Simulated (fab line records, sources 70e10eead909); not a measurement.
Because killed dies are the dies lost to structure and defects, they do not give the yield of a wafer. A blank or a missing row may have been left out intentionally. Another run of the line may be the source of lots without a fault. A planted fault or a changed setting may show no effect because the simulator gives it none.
Chamber matching	flow nand harc	4 sister chambers for NHARC_A_CONTACT_CMP_20 on cmp-02
The step polishes, t overpolish 30 s, target thk 300 nm. 8 wafers are shown with their chamber, then 11 later ones without.

## WAFERS WITH THEIR CHAMBER
wafer	chamber	time to endpoint s (s)	motor current A (A)
L074.1	1	72	11.2
L082.5	0	56	11.2
L083.5	2	64	10.3
L083.6	3	65	11.5
L085.1	2	60	10.6
L085.3	1	69	10.8
L085.4	0	57	11.1
L087.3	3	60	11.7

## WAFERS WHOSE CHAMBER IS MISSING
wafer	time to endpoint s (s)	motor current A (A)
L087.4	61	10.7
L087.5	61	11.7
L087.1	57	11.4
L087.2	71	11.3
L087.6	65	10.7
L090.1	63	10.9
L090.2	55	11.4
L090.6	63	11.4
L093.3	53	11.1
L093.4	66	11.3
L093.5	61	10.7

## CHAMBER TAKEN BY EACH
wafer	from the rows above	in truth
L087.4	can't be placed: 2 or 0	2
L087.5	3	3
L087.1	can't be placed: 0 or 3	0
L087.2	1	1
L087.6	can't be placed: 2 or 1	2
L090.1	can't be placed: 2 or 0 or 1 or 3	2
L090.2	can't be placed: 0 or 3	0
L090.6	can't be placed: 3 or 0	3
L093.3	0	0
L093.4	can't be placed: 3 or 1 or 0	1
L093.5	can't be placed: 2 or 0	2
Correct placement for 3 of the 11. Not placeable from these rows: 8 (in 8, the candidates include the true chamber). Number placed wrongly: 0.
How it was worked out, from the rows above alone: a wafer's distance from a chamber is the root of the sum, over the readings, of the square of ((its reading less the chamber's mean) divided by the reading's scatter). If the next closest chamber is less than 2 further off than the closest, the wafer can't be placed; otherwise it belongs to the closest. Each chamber's mean is taken over the wafers shown for it. The scatter: take each reading less its chamber's mean, square it, sum over the shown wafers, divide by the number of wafers less the number of chambers, and take the root.
